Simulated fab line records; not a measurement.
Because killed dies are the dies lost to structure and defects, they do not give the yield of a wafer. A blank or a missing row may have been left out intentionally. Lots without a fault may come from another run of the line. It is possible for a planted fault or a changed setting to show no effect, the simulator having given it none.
The tool behind it: which one? -- flow nand-harc -- 6 lots with 17 wafers sampled at 2 steps, on a route of 1302 steps

## WHAT EACH GAUGE READ, for each wafer
NHARC_A_CONTACT_CD_MEAS_69: target cd 300 nm.
lot,measured,on,cd-nm (nm)
L798,day 22 00:02,cd-sem-01,300.0 300.6 299.8
L800,day 23 06:07,cd-sem-01,300.2 299.1 299.2
L804,day 25 12:02,cd-sem-02,300.2 300.2 300.5
L812,day 27 21:32,cd-sem-01,300.4 299.7
L817,day 30 04:08,cd-sem-01,299.8 299.6 299.8
L818,day 30 23:03,cd-sem-03,299.4 299.2 300.1

## WHICH TOOL RAN EACH LOT (tool, then ch and the chambers of the sampled wafers, then the start)
lot,NHARC_A_CONTACT_DEP_57
L798,"acl-dep-02 ch 0, day 21 20:36"
L800,"acl-dep-02 ch 0, day 23 02:16"
L804,"acl-dep-02 ch 0, day 25 08:43"
L812,"acl-dep-02 ch 0, day 27 17:34"
L817,"acl-dep-03 ch 0, day 30 00:18"
L818,"acl-dep-03 ch 0, day 30 19:39"
- NHARC_A_CONTACT_DEP_57: deposits aC, target thk 5300 nm.

## THE ANSWER, worked out from the rows above alone
Rule: the usual values come from the lots themselves. Put in order of their means at a reading, lots are off if they are a third of the lots or fewer, leave a main group of 4 or more, and stand apart from it by a gap of 3 or more times the standard deviation of the main group's means; of several such gaps the widest counts. A main group whose means are all the same, to the digits that the tables above print for the reading, isn't used. Also off: a lot with no number at a reading for which 4 or more lots have one. All remaining lots with rows at the step are treated as sound.
Across all readings shown, no lot is off: no conclusion can be drawn from this.

## WHAT THE SIMULATOR HAD PUT IN
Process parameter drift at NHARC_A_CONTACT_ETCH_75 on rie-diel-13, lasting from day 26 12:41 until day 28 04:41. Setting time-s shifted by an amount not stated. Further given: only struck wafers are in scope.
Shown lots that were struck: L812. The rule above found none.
